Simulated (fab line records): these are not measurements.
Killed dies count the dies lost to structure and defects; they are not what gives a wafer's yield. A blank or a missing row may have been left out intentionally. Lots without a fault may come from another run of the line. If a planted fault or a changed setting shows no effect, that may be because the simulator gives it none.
A lot that was struck, set against a sound lot || flow nand harc || 20 steps out of a route of 1302
Sound: wafers L747.1, L747.4, L747.5. Struck: wafers L750.2, L750.3, L750.5. The cause is named last.
Each step with rows lists, per side, the tool, then ch with its chambers, then its first start. Under that, the readings that differ: sound wafers || struck wafers || difference of the means || sigmas: that difference in standard deviations of wafers without a fault.
alike: a reading whose means differ by less than 2 such deviations, as well as words and numbers matching on both sides. not compared: withheld readings; readings where some wafer has no value; bounds like >300 that might hide an equal value; numbers whose values overlap and for which the record gives no deviation.
A row with sigmas, a row that says differs or no value, or rows on one side alone: a step with any of these is where the two part. Numbers that have no deviation but don't overlap get no sigmas and don't part them. Lack of a reading on every wafer of one side parts them only where that side has two or more wafers.

NHARC_P_ZERO_WELL_CD_MEAS_37: the cd target is 720 nm.
  sound on cd sem-03 ch 0, day 3 06:05; struck on cd sem-01 ch 0, day 4 12:10
  alike: cd nm
then, 1 step without rows for these wafers: NHARC_P_ZERO_WELL_HARDBAKE_38 (time 80 s).
NHARC_P_ZERO_WELL_DESCUM_39: chemistry O2, time 3 s.
  sound on rie diel-01 ch 1,2,3, day 3 06:17; struck on rie diel-05 ch 1,3, day 4 12:19
  alike: drypump motor current A, oes product au, rf vpp V, showerhead plenum p Torr, throttle valve pct
  not compared: rf hours counter h
then, 9 steps without rows for these wafers: NHARC_P_ZERO_WELL_IMPLANT_40; NHARC_P_ZERO_WELL_IMPLANT_59; NHARC_P_ZERO_WELL_IMPLANT_60; NHARC_P_ZERO_WELL_STRIP_41 (strips in SPM, time 840 s); NHARC_P_ZERO_WELL_DEHYDRATE_44 (time 120 s); NHARC_P_ZERO_WELL_HMDS_45 (time 30 s); NHARC_P_ZERO_WELL_COAT_46; NHARC_P_ZERO_WELL_SOFTBAKE_47 (time 95 s); NHARC_P_ZERO_WELL_EBR_48.
NHARC_P_ZERO_WELL_EXPOSE_49: exposes mask P HVPW, target cd 2000 nm.
  sound on krf scanner-01 ch 0, day 3 07:27; struck on krf scanner-03 ch 0, day 4 13:39
{"reading": "mask", "sound": "P_HVPW#0 P_HVPW#0 P_HVPW#0", "struck": "P_HVPW_R1#0 P_HVPW_R1#0 P_HVPW_R1#0", "difference": "differs", "sigmas": ""}
then, 2 steps without rows for these wafers: NHARC_P_ZERO_WELL_PEB_50 (peb time 85 s); NHARC_P_ZERO_WELL_DEVELOP_51 (time 70 s).
NHARC_P_ZERO_WELL_CD_MEAS_52: the cd target is 2000 nm.
  sound on cd sem-02 ch 0, day 3 07:37; struck on cd sem-03 ch 0, day 4 13:48
{"reading": "cd nm (nm)", "sound": "2000.8 2000.8 1999.6", "struck": "1511.3 1508.4 1510.4", "difference": -490.4, "sigmas": "-99 or more"}
then, 1 step without rows for these wafers: NHARC_P_ZERO_WELL_HARDBAKE_53 (time 80 s).
NHARC_P_ZERO_WELL_DESCUM_54: chemistry O2, time 3 s.
  sound on rie diel-01 ch 1,3, day 3 07:46; struck on rie diel-06 ch 1,3, day 4 13:58
{"reading": "model.P_ZERO_WELL.cd nm (nm)", "sound": "2001 2001 2000", "struck": "1511 1509 1510", "difference": -491, "sigmas": ""}
  alike: drypump motor current A, oes product au, rf vpp V, showerhead plenum p Torr, throttle valve pct
  not compared: rf hours counter h
then, 1 step without rows for these wafers: NHARC_P_ZERO_WELL_IMPLANT_55.
-- record jumps: 22 days between struck wafers' starts before vs after; left off in module P_ZERO_WELL, resumes in module END, first step shown is number 1302 of the route --
NHARC_END_SORT_01:
  here the record holds rows for the struck wafers (prober-01 ch 0, day 26 16:57) but none for the sound ones

== WHERE THEY PART ==
At NHARC_P_ZERO_WELL_EXPOSE_49 first; at NHARC_END_SORT_01 last (within this record only).

WHY: the cause the simulator had injected
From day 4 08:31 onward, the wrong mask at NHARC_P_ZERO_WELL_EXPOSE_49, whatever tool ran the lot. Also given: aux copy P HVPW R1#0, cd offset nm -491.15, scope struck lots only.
